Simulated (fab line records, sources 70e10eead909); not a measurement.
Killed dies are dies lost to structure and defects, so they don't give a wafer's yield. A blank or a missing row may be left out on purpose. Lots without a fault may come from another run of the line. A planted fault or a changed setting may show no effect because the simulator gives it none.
A struck lot beside a sound one | flow nand_harc | 14 steps out of a route of 1302
Sound: wafers L145.1, L145.2, L145.6. Struck: wafers L156.2, L156.3, L156.4. The cause comes at the end.
At each step with rows: each side's tool, then ch and its chambers, then its first start. Under that, the readings that differ: sound wafers | struck wafers | difference of the means | sigmas: that difference in standard deviations of wafers without a fault.
alike: readings whose means differ by less than 2 such deviations, and words and numbers that are the same on both sides. not compared: withheld readings, readings that some wafer has no value for, bounds like >300 that may hide the same value, and numbers for which the record gives no deviation and whose values overlap.
The two part at a step that has a row with sigmas, a row that says differs or no value, or rows on one side only. Numbers that don't overlap but have no deviation are shown without sigmas and don't part them. A reading that every wafer of one side lacks parts them only if that side has two wafers or more.

NHARC_A_CONTACT_ETCH_102: etches the open film in CF4/O2, target depth 100 nm, overetch 10 nm, time 55 s.
  sound on rie_diel-04 ch 0,1,2, day 25 18:52; struck on rie_diel-11 ch 0,1,3, day 30 18:34
  alike: drypump_motor_current_A, oes_product_au, rf_vpp_V, showerhead_plenum_p_Torr, throttle_valve_pct
  not compared: rf_hours_counter_h
NHARC_A_CONTACT_STRIP_55: strips in O2.
  sound on rie_diel-04 ch 0,1,2; struck on rie_diel-11 ch 1,2,3
  alike: drypump_motor_current_A, oes_product_au, rf_vpp_V, showerhead_plenum_p_Torr, throttle_valve_pct
  not compared: rf_hours_counter_h
then, 1 step without rows for these wafers: NHARC_A_CONTACT_STRIP_56 (strips in post etch residue remover, time 600 s).
NHARC_A_CONTACT_DEP_57: deposits aC, target thk 5300 nm.
  sound on acl_dep-03 ch 0, day 25 22:01; struck on acl_dep-02 ch 0, day 30 20:53
  alike: throttle_valve_pct
NHARC_A_CONTACT_DEP_58: deposits SiON, target thk 90 nm.
  sound on pecvd-03 ch 0,1,2, day 26 01:17; struck on pecvd-03 ch 0,1,2, day 30 23:35
  alike: heater_power_outer_w, heater_power_w
then, 7 steps without rows for these wafers: NHARC_A_CONTACT_DEHYDRATE_59 (time 120 s); NHARC_A_CONTACT_HMDS_60 (time 30 s); NHARC_A_CONTACT_COAT_61 (time 75 s); NHARC_A_CONTACT_COAT_62 (time 65 s); NHARC_A_CONTACT_COAT_63 (resist thk 90 nm); NHARC_A_CONTACT_SOFTBAKE_64 (time 55 s); NHARC_A_CONTACT_EBR_65.
NHARC_A_CONTACT_EXPOSE_66: exposes mask A CC 2.
  sound on arfi_scanner-01 ch 0, day 26 01:52; struck on arfi_scanner-03, day 31 00:10
  no value came back on the struck wafers for exposure_dose_mJ_cm2, focus_offset_nm (nm); on the sound wafers exposure_dose_mJ_cm2 reads 58.96 58.92 58.99
  alike: mask
then, 1 step without rows for these wafers: NHARC_A_CONTACT_PEB_67 (peb time 65 s).

WHERE THEY PART
Only at NHARC_A_CONTACT_EXPOSE_66, within this record.

WHY: what the simulator had put in
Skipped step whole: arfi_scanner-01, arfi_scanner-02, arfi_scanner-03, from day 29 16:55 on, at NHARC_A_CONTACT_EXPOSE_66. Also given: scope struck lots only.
